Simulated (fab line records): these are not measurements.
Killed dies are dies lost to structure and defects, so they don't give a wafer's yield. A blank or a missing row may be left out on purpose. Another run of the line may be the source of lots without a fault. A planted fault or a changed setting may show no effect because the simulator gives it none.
Matching of chambers    flow n5 finfet    N5_BEOL_M0_SAQP_PECVD_97 on pecvd-01: 3 sister chambers
The step deposits SiNx from SiH4/NH3/N2, target thk 23 nm, time 19.9 s. 3 wafers are shown with their chamber, then 7 later ones without.

WAFERS PAIRED WITH THEIR CHAMBERS
wafer   chamber  throttle valve pct (%)
L086.3  0        39.4
L087.1  1        45.6
L087.5  2        37.2

WAFERS WHOSE CHAMBER IS MISSING
wafer   throttle valve pct (%)
L087.6  45.9
L089.1  45.8
L089.4  45.9
L089.5  39.6
L092.1  45.7
L092.2  39.3
L092.3  37.6

WHICH CHAMBER EACH WENT THROUGH
wafer   from the rows above  in truth
L087.6  1                    1
L089.1  1                    1
L089.4  1                    1
L089.5  0                    0
L092.1  1                    1
L092.2  0                    0
L092.3  2                    2
Placed correctly: 7 of 7. Number that these rows cannot place: 0. Number placed wrongly: 0.
How it was worked out, from the rows above alone: a wafer's distance from a chamber is the root of the sum, over the readings, of the square of ((its reading less the chamber's mean) divided by the reading's scatter). The wafer belongs to the nearest chamber; if the next one is less than 2 further off, it can't be placed. A chamber's mean is the mean of its shown wafers. The scatter: root of mean squared gap, hidden wafer to nearest shown wafer, with one shown wafer a chamber.
